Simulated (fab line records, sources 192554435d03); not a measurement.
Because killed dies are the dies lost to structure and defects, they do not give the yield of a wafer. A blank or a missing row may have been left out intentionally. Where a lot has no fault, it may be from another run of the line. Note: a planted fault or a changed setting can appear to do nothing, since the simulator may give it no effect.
Which tool was responsible? ; flow n5 finfet ; 10 lots, 30 wafers sampled, at 5 steps of a route of 1938

== WHAT THE GAUGES SHOWED, per wafer ==
N5_BEOL_M8_THK_MEAS_01.
lot;measured;on;M8_ILD_THK (nm)
L075;day 9 16:59;film metro-02;152.5 153.6 154.9
L077;day 10 05:54;film metro-02;155.0 154.2 155.2
L079;day 10 18:47;film metro-01;154.8 155.4 157.1
L084;day 11 07:45;film metro-02;156.7 156.5 158.8
L083;day 11 21:58;film metro-02;156.0 158.6 159.0
L086;day 12 07:07;film metro-02;152.7 157.4 157.6
L088;day 13 01:43;film metro-01;155.1 154.5 158.9
L091;day 15 11:18;film metro-02;154.3 154.7 155.2
L095;day 14 02:35;film metro-02;152.4 151.6 154.8
L096;day 14 18:17;film metro-01;150.4 152.6 155.1

== WHAT TOOL EACH LOT RAN ON (gives the tool, then ch and the chambers of the sampled wafers, and finally the start) ==
lot;N5_BEOL_M7_DESCUM_16;N5_BEOL_M7_DESCUM_33;N5_BEOL_M7_ETCH_41;N5_BEOL_M7_CMP_52
L075;rie diel-05 ch 0,1,2, day 9 09:31;rie diel-04 ch 0,1,2, day 9 13:16;rie diel-04 ch 0,1,2, day 9 15:54 or earlier;cmp-02 ch 1,3, day 9 15:54
L077;rie diel-04 ch 1,2,3, day 9 23:49;rie diel-05 ch 0,1, day 10 02:07;rie diel-05 ch 0,1, day 10 04:53 or earlier;cmp-03 ch 1,2,3, day 10 04:53
L079;rie diel-05 ch 0,1,2, day 10 14:00;rie diel-03 ch 0,2,3, day 10 14:58;rie diel-03 ch 0,2,3, day 10 17:47 or earlier;cmp-02 ch 0,1,2, day 10 17:47
L084;rie diel-05 ch 0,1,2, day 11 02:44;rie diel-04 ch 1,3, day 11 04:22;rie diel-04 ch 1,3, day 11 06:39 or earlier;cmp-02 ch 1,2,3, day 11 06:39
L083;rie diel-03 ch 0,3, day 11 17:05;rie diel-04 ch 0,1, day 11 18:31;rie diel-04 ch 0,1, day 11 20:52 or earlier;cmp-02 ch 1,2,3, day 11 20:52
L086;rie diel-03 ch 2,3, day 12 02:25;rie diel-03 ch 0,2,3, day 12 03:24;rie diel-03 ch 0,2,3, day 12 06:05 or earlier;cmp-02 ch 2,3, day 12 06:05
L088;rie diel-03 ch 1,3, day 12 18:59;rie diel-05 ch 1,2, day 12 20:49;rie diel-05 ch 1,2, day 13 00:39 or earlier;cmp-02 ch 0,1, day 13 00:39
L091;rie diel-04 ch 1,3, day 13 06:50;rie diel-04 ch 0,3, day 13 08:58;rie diel-04 ch 0,3, day 15 10:14 or earlier;cmp-02 ch 0,3, day 15 10:14
L095;rie diel-03 ch 0,2,3, day 13 20:20;rie diel-03 ch 0,1,3, day 13 23:24;rie diel-03 ch 0,1,3, day 14 01:30 or earlier;cmp-01 ch 1,2,3, day 14 01:30
L096;rie diel-05 ch 0,2,3, day 14 11:55;rie diel-05 ch 0,2,3, day 14 13:45;rie diel-05 ch 0,2,3, day 14 16:45 or earlier;cmp-03 ch 0,1,2, day 14 16:45
- N5_BEOL_M7_DESCUM_16: chemistry O2, time 7.9 s.
- N5_BEOL_M7_DESCUM_33: chemistry O2, time 7 s.
- N5_BEOL_M7_ETCH_41: etches SiCN in CH3F/O2, target depth 31.9 nm, time 57.8 s.
- N5_BEOL_M7_CMP_52: polishes, stops on SiCOH lowk, t overpolish 6.9 s, target thk 80 nm.

== THE ANSWER, worked out from the rows above alone ==
Rule: what is usual is taken from the lots themselves. Put in order of their means at a reading, lots are off if they are a third of the lots or fewer, leave a main group of 4 or more, and stand apart from it by a gap of 3 or more times the standard deviation of the main group's means; of several such gaps the widest counts. A main group is skipped when, at the precision printed for the reading in the tables above, its means are all equal. Also off: a lot with no number at a reading for which 4 or more lots have one. The other lots that the step has rows for count as sound.
Nothing can be told from this: no lot is off at any reading shown.

== WHAT WAS PUT IN BY THE SIMULATOR ==
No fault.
